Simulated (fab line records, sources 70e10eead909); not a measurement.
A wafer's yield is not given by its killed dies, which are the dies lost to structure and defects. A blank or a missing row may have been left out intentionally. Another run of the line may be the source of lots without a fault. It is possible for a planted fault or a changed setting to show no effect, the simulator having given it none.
Matching of chambers / flow nandHarc / NHARC_P_M2_DESCUM_14 on rieDiel-07 has 4 sister chambers
The step chemistry O2, time 3 s. 8 wafers are shown with their chamber, then 8 later ones without.

WAFERS PAIRED WITH THEIR CHAMBERS
wafer=L075.1; chamber=2; showerheadPlenumPTorr (Torr)=1.97; oesProductAu (a.u.)=0.993
wafer=L079.6; chamber=1; showerheadPlenumPTorr (Torr)=2.03; oesProductAu (a.u.)=1.022
wafer=L083.3; chamber=3; showerheadPlenumPTorr (Torr)=2.05; oesProductAu (a.u.)=0.999
wafer=L083.5; chamber=3; showerheadPlenumPTorr (Torr)=2.05; oesProductAu (a.u.)=1.002
wafer=L084.2; chamber=1; showerheadPlenumPTorr (Torr)=2.02; oesProductAu (a.u.)=1.020
wafer=L084.4; chamber=0; showerheadPlenumPTorr (Torr)=2.00; oesProductAu (a.u.)=1.007
wafer=L084.5; chamber=2; showerheadPlenumPTorr (Torr)=1.97; oesProductAu (a.u.)=0.979
wafer=L085.1; chamber=0; showerheadPlenumPTorr (Torr)=2.00; oesProductAu (a.u.)=1.003

WAFERS MISSING THEIR CHAMBER
wafer=L085.2; showerheadPlenumPTorr (Torr)=1.97; oesProductAu (a.u.)=0.984
wafer=L085.3; showerheadPlenumPTorr (Torr)=2.05; oesProductAu (a.u.)=0.998
wafer=L087.3; showerheadPlenumPTorr (Torr)=2.00; oesProductAu (a.u.)=1.002
wafer=L087.4; showerheadPlenumPTorr (Torr)=2.05; oesProductAu (a.u.)=0.994
wafer=L087.6; showerheadPlenumPTorr (Torr)=1.97; oesProductAu (a.u.)=0.995
wafer=L088.1; showerheadPlenumPTorr (Torr)=2.05; oesProductAu (a.u.)=1.001
wafer=L088.4; showerheadPlenumPTorr (Torr)=2.00; oesProductAu (a.u.)=1.006
wafer=L088.5; showerheadPlenumPTorr (Torr)=2.00; oesProductAu (a.u.)=1.016

WHICH CHAMBER EACH ONE RAN IN
wafer=L085.2; from the rows above=2; in truth=2
wafer=L085.3; from the rows above=3; in truth=3
wafer=L087.3; from the rows above=0; in truth=0
wafer=L087.4; from the rows above=3; in truth=3
wafer=L087.6; from the rows above=2; in truth=2
wafer=L088.1; from the rows above=3; in truth=3
wafer=L088.4; from the rows above=0; in truth=0
wafer=L088.5; from the rows above=0; in truth=0
Correctly placed: 8 of 8. Number that these rows cannot place: 0. Number placed wrongly: 0.
How it was worked out, from the rows above alone: a wafer's distance from a chamber is the root of the sum, over the readings, of the square of ((its reading less the chamber's mean) divided by the reading's scatter). If the next closest chamber is less than 2 further off than the closest, the wafer can't be placed; otherwise it belongs to the closest. A chamber's mean is the mean of its shown wafers. How the scatter is found: for the shown wafers, subtract from each reading the mean of its chamber, square and add these, divide the total by (wafers less chambers), then take the root.
